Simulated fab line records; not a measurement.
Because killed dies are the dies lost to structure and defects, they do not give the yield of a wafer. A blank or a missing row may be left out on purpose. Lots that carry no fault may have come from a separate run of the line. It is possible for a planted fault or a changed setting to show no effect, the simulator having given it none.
Comparing a struck lot with a sound one | flow n5 finfet | 16 steps out of a route of 1938
Sound: these wafers, L261.1, L261.2, L261.4. Struck: wafer L251.2. (L251.1, L251.5 of the same lot were not struck and are left out.) The cause comes at the end.
Each step with rows lists, per side, the tool, then ch with its chambers, then its first start. Under that, the readings that differ: sound wafers | struck wafers | difference of the means | sigmas: that difference in standard deviations of wafers without a fault.
alike: same words and numbers on both sides, and readings whose means sit less than 2 such deviations apart. not compared: any withheld reading, any reading some wafer has no value for, any bound like >300 that may hide the same value, and any number with overlapping values for which the record gives no deviation.
Wherever a step has rows on one side only, a row that says differs or no value, or a row with sigmas, the two part there. When numbers do not overlap yet have no deviation, they are printed without sigmas and do not part them. Lack of a reading on every wafer of one side parts them only where that side has two or more wafers.

N5_FIN_CUT_OVL_MEAS_09:
  sound on overlay-02 ch 0, day 5 10:24; struck on overlay-01 ch 0, day 2 21:09
  alike: FIN_CUT_OVL
N5_FIN_CUT_INSPECT_10: inspects for defects (brightfield).
  sound on defect inspect-02 at day 5 10:27; struck on defect inspect-01 at day 2 21:13
  alike: raw defect count
then, 3 steps without rows for these wafers: N5_FIN_CUT_DESCUM_13 (chemistry O2, time 7 s); N5_FIN_CUT_ETCH_30 (etches underlayer in N2/H2, target depth 13 nm, time 10.4 s); N5_FIN_CUT_ETCH_20 (etches SiARC in CF4, target depth 26 nm, time 43.3 s).
N5_FIN_CUT_ETCH_21: etches SOC in N2/H2, target depth 219 nm, overetch 43.8 nm, time 523.5 s.
  sound on rie diel-02 ch 0,1,3, day 5 10:35; struck on rie diel-02 ch 3, day 2 21:20
  reading                | sound       | struck | difference | sigmas
  rf hours counter h (h) | 152 107 154 | 90     | -48        |
  alike: bias w, drypump motor current A, oes product au, rf vpp V, showerhead plenum p Torr, throttle valve pct
then, 2 steps without rows for these wafers: N5_FIN_CUT_STRIP_23 (strips in N2/H2); N5_FIN_CUT_STRIP_31 (strips in N2/H2).
N5_FIN_CUT_STRIP_24: strips in CF4.
  sound on rie diel-02 ch 0,1,3, day 5 10:54; struck on rie diel-02 ch 3, day 2 21:40
  reading                | sound       | struck | difference | sigmas
  rf hours counter h (h) | 152 107 154 | 90     | -48        |
  alike: drypump motor current A, oes product au, rf vpp V, showerhead plenum p Torr, throttle valve pct
then, 1 step without rows for these wafers: N5_FIN_CUT_CUT_ETCH_26 (etches SiNx in CH3F/O2, target depth 39 nm, time 55.7 s).
N5_FIN_CUT_CUT_ETCH_27: etches SiO2 in CHF3/O2, target depth 4 nm, overetch 2 nm, time 4.9 s.
  sound on rie diel-02 ch 0,1,3, day 5 10:58; struck on rie diel-02 ch 3, day 2 21:43
  reading                | sound       | struck | difference | sigmas
  rf hours counter h (h) | 152 107 154 | 90     | -48        |
  alike: bias w, drypump motor current A, mfc ar sccm, oes product au, rf vpp V, showerhead plenum p Torr, throttle valve pct
N5_FIN_CUT_PRECLEAN_35: cleans in vHF, time 13.3 s.
  sound on vapor etch-01 ch 0,1, day 5 11:02; struck on vapor etch-01 ch 0, day 2 21:47
  alike: drypump motor current A
N5_FIN_CUT_CUT_ETCH_15: etches Si in HBr/Cl2/O2, target depth 100 nm, bt time 10 s, time 42.4 s.
  sound on rie si-01 ch 0,1,3, day 5 11:07; struck on rie si-04 ch 0, day 2 21:52
  alike: drypump motor current A, oes product au, throttle valve pct
  not compared: bias w, rf hours counter h
N5_FIN_CUT_CUT_ETCH_28: etches Si in HBr/Cl2/O2, target depth 6 nm, time 2.4 s.
  sound on rie si-01 ch 0,1,3, day 5 11:10; struck on rie si-04 ch 0, day 2 21:56
  alike: drypump motor current A, oes product au, throttle valve pct
  not compared: bias w, rf hours counter h
-- record jumps: 6 days separate the struck wafers' starts on either side; left off in module FIN_CUT, taken up again in module BEOL_M4, whose first shown step is the route's number 1111 --
N5_BEOL_M4_RC_MEAS_101:
  sound on prober-01 ch 0, day 11 11:28; struck on prober-01 ch 0, day 8 10:38
  reading        | sound          | struck | difference | sigmas
  DIBL_P (mV/V)  | 35.5 33.3 38.0 | 41.5   | +5.9       | +2
  IOFF_N (nA/um) | 0.18 0.13 0.20 | 0.31   | +0.14      | +3
  IOFF_P (nA/um) | 0.24 0.19 0.28 | 0.33   | +0.09      | +2
  SS_N (mV/dec)  | 71.6 71.2 71.2 | 73.4   | +2.1       | +3
  alike: DIBL_N, ION_N, ION_P, SS_P, VT_N, VT_P
N5_PASSIVATION_PROBE_49:
  sound wafers here have rows in the record (prober-01, day 16 19:23); struck ones have none

WHERE THEY PART
First at N5_BEOL_M4_RC_MEAS_101; last, within this record, at N5_PASSIVATION_PROBE_49.

WHY: what had been put in by the simulator
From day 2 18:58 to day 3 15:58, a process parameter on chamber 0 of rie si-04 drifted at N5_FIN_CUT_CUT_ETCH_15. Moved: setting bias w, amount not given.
